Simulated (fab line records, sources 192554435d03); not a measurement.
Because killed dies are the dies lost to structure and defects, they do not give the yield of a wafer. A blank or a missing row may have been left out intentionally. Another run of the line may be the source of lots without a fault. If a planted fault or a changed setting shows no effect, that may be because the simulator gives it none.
Split-lot trial / flow n5Finfet / on a route of 1938 steps: 7 lots, 21 wafers read

THE SPLIT
At N5_MIM_BOT_LITHO_EXPOSE_05 (exposes mask MIM BOT), the setting doseMj was moved away from the recipe's 24.25 on 8 of the 21 wafers read, by -4.4% to +5.5%. For the rest of the wafers, this setting stayed at what the recipe calls for.

FROM THE SPLIT TO THE READING: what the file shows between them, 3 steps
- N5_MIM_BOT_LITHO_PEB_06
- N5_MIM_BOT_LITHO_DEVELOP_07: develop time 60 s
- N5_MIM_BOT_LITHO_HARDBAKE_09: time 120 s

THE READING
At N5_MIM_BOT_LITHO_CD_MEAS_08: cdNm in nanometres, against a target cd of 3000 nm. Typical for fault-free wafers on this fab line: 2998.8 nm, with standard deviation 2.4 nm.

wafer=L080.1; tool, chamber at the split=krfScanner-01, 0; doseMj as run=24.25; against the recipe=recipe; cdNm, nm=2998.9; against lot-mates on the recipe=-
wafer=L080.3; tool, chamber at the split=krfScanner-01, 0; doseMj as run=24.25; against the recipe=recipe; cdNm, nm=2997.7; against lot-mates on the recipe=-
wafer=L080.6; tool, chamber at the split=krfScanner-01, 0; doseMj as run=24.25; against the recipe=recipe; cdNm, nm=2997.2; against lot-mates on the recipe=-
wafer=L084.1; tool, chamber at the split=krfScanner-01, 0; doseMj as run=24.25; against the recipe=recipe; cdNm, nm=2996.4; against lot-mates on the recipe=-
wafer=L084.3; tool, chamber at the split=krfScanner-01, 0; doseMj as run=25.58; against the recipe=+5.5%; cdNm, nm=3009.4; against lot-mates on the recipe=+13.0
wafer=L084.6; tool, chamber at the split=krfScanner-01, 0; doseMj as run=25.58; against the recipe=+5.5%; cdNm, nm=3009.4; against lot-mates on the recipe=+13.0
wafer=L083.2; tool, chamber at the split=krfScanner-02, 0; doseMj as run=24.25; against the recipe=recipe; cdNm, nm=3000.6; against lot-mates on the recipe=-
wafer=L083.4; tool, chamber at the split=krfScanner-02, 0; doseMj as run=24.96; against the recipe=+2.9%; cdNm, nm=3004.5; against lot-mates on the recipe=+5.4
wafer=L083.6; tool, chamber at the split=krfScanner-02, 0; doseMj as run=24.25; against the recipe=recipe; cdNm, nm=2997.7; against lot-mates on the recipe=-
wafer=L086.1; tool, chamber at the split=krfScanner-01, 0; doseMj as run=23.57; against the recipe=-2.8%; cdNm, nm=2996.4; against lot-mates on the recipe=-2.8
wafer=L086.4; tool, chamber at the split=krfScanner-01, 0; doseMj as run=24.25; against the recipe=recipe; cdNm, nm=2999.2; against lot-mates on the recipe=-
wafer=L086.6; tool, chamber at the split=krfScanner-01, 0; doseMj as run=23.57; against the recipe=-2.8%; cdNm, nm=2995.4; against lot-mates on the recipe=-3.8
wafer=L090.1; tool, chamber at the split=krfScanner-02, 0; doseMj as run=24.25; against the recipe=recipe; cdNm, nm=2995.5; against lot-mates on the recipe=-
wafer=L090.3; tool, chamber at the split=krfScanner-02, 0; doseMj as run=24.25; against the recipe=recipe; cdNm, nm=3000.0; against lot-mates on the recipe=-
wafer=L090.5; tool, chamber at the split=krfScanner-02, 0; doseMj as run=24.25; against the recipe=recipe; cdNm, nm=2998.0; against lot-mates on the recipe=-
wafer=L093.2; tool, chamber at the split=krfScanner-01, 0; doseMj as run=24.25; against the recipe=recipe; cdNm, nm=2996.2; against lot-mates on the recipe=-
wafer=L093.3; tool, chamber at the split=krfScanner-01, 0; doseMj as run=25.56; against the recipe=+5.4%; cdNm, nm=3005.9; against lot-mates on the recipe=+9.7
wafer=L093.5; tool, chamber at the split=krfScanner-01, 0; doseMj as run=25.56; against the recipe=+5.4%; cdNm, nm=3007.8; against lot-mates on the recipe=+11.6
wafer=L097.2; tool, chamber at the split=krfScanner-01, 0; doseMj as run=24.25; against the recipe=recipe; cdNm, nm=2997.9; against lot-mates on the recipe=-
wafer=L097.3; tool, chamber at the split=krfScanner-01, 0; doseMj as run=24.25; against the recipe=recipe; cdNm, nm=2999.0; against lot-mates on the recipe=-
wafer=L097.5; tool, chamber at the split=krfScanner-01, 0; doseMj as run=23.19; against the recipe=-4.4%; cdNm, nm=2989.7; against lot-mates on the recipe=-8.8

THE FIT
A straight line over all 21 wafers: cdNm changes by +1.74 nm for each +1% of doseMj; r = +0.95; the points scatter about the line by 1.6 nm.
The same after taking each lot's own level away (the mean of its wafers on the recipe; 21 wafers): +2 nm for each +1%; r = +0.97; scatter 1.4 nm.
That fit puts the effect of the largest move of doseMj on the reading at 11 nm.
Across the lots, their own levels run from 2996.20 to 2999.20 nm, a range of 1.2 times the standard deviation given above.
Thus the slope moves with the lot-to-lot level: the two fits are different.
Check: for one of the wafers moved furthest among these (+5.5%), held out of the fit, the line's prediction against its lot-mates is +11 nm. Against them it came out at +13 nm.

OTHER SPLITS APPLIED TO THESE WAFERS
These wafers also went through other splits before the reading. Each is held against what the fit with the lots' levels taken away leaves over:
other split on the same wafers=N5_BEOL_M14_PEB_26 pebTempC; wafers away from the commonest value=5; r with cdNm (lot level and that fit taken away)=-0.17
other split on the same wafers=N5_MIM_BOT_SPUTTER_00 timeS; wafers away from the commonest value=9; r with cdNm (lot level and that fit taken away)=-0.13

FILE'S OWN FIT
cdNm changes by +2.02 nm for each +1% of doseMj, r = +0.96.
